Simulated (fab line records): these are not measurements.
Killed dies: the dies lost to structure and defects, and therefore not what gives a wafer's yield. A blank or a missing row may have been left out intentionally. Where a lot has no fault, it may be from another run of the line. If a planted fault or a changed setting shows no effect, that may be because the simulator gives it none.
Struck lot and sound lot, side by side ; flow nand-harc ; 13 out of 1159 route steps
Sound: the wafers L361.1, L361.5, L361.6. Wafers struck: L367.1, L367.3, L367.6. Last of all comes the cause.
Per side, at each step with rows, come the tool, then ch with its chambers, and then its first start. Under that, the readings that differ: sound wafers ; struck wafers ; difference of the means ; sigmas: that difference in standard deviations of wafers without a fault.
alike: words and numbers the same on both sides, and readings whose means are apart by under 2 such deviations; not compared: readings that were withheld, readings missing a value for some wafer, numbers with overlapping values and no deviation given by the record, and bounds like >300 which may hide the same value.
Wherever a step has rows on one side only, a row that says differs or no value, or a row with sigmas, the two part there. Numbers that have no deviation but don't overlap get no sigmas and don't part them. Lack of a reading on every wafer of one side parts them only where that side has two or more wafers.

NHARC_P_CONTACT_DEP_30: deposits SiNx, target thk 30 nm.
  sound on pecvd-02 ch 0,2, day 5 17:52; struck on pecvd-01 ch 0,1,2, day 7 10:07
  alike: heater-power-w
NHARC_P_CONTACT_DEP_00: deposits SiO2, target thk 500 nm.
  sound on pecvd-02 ch 0,2; struck on pecvd-01 ch 0,1,2
  alike: heater-power-w, throttle-valve-pct
NHARC_P_CONTACT_CMP_01: polishes SiO2, target thk 200 nm.
  sound on cmp-04 ch 2,3, day 5 18:34; struck on cmp-04 ch 0,1,2, day 7 10:47
  alike: motor-current-A, retaining-ring-pressure-frac, slurry-flow-ml-min
then, 8 steps without rows for these wafers: NHARC_P_CONTACT_SRD_03; NHARC_P_CONTACT_DEHYDRATE_04 (time 120 s); NHARC_P_CONTACT_HMDS_05 (time 30 s); NHARC_P_CONTACT_COAT_33 (time 75 s); NHARC_P_CONTACT_COAT_34 (time 65 s); NHARC_P_CONTACT_COAT_06 (resist thk 90 nm); NHARC_P_CONTACT_SOFTBAKE_07 (time 55 s); NHARC_P_CONTACT_EBR_08.
NHARC_P_CONTACT_EXPOSE_09: exposes mask P CA, target cd 90 nm.
  struck on arfi-scanner-02, day 7 11:29; sound on arfi-scanner-02 ch 0, day 5 19:13
  no value came back on the struck wafers for exposure-dose-mJ-cm2, focus-offset-nm (nm); on the sound wafers exposure-dose-mJ-cm2 reads 81.17 81.14 81.10
  alike: mask
then, 1 step without rows for these wafers: NHARC_P_CONTACT_PEB_10 (peb time 65 s).

## WHERE THEY PART
Only at NHARC_P_CONTACT_EXPOSE_09, as far as this record shows.

WHY: what had been put in by the simulator
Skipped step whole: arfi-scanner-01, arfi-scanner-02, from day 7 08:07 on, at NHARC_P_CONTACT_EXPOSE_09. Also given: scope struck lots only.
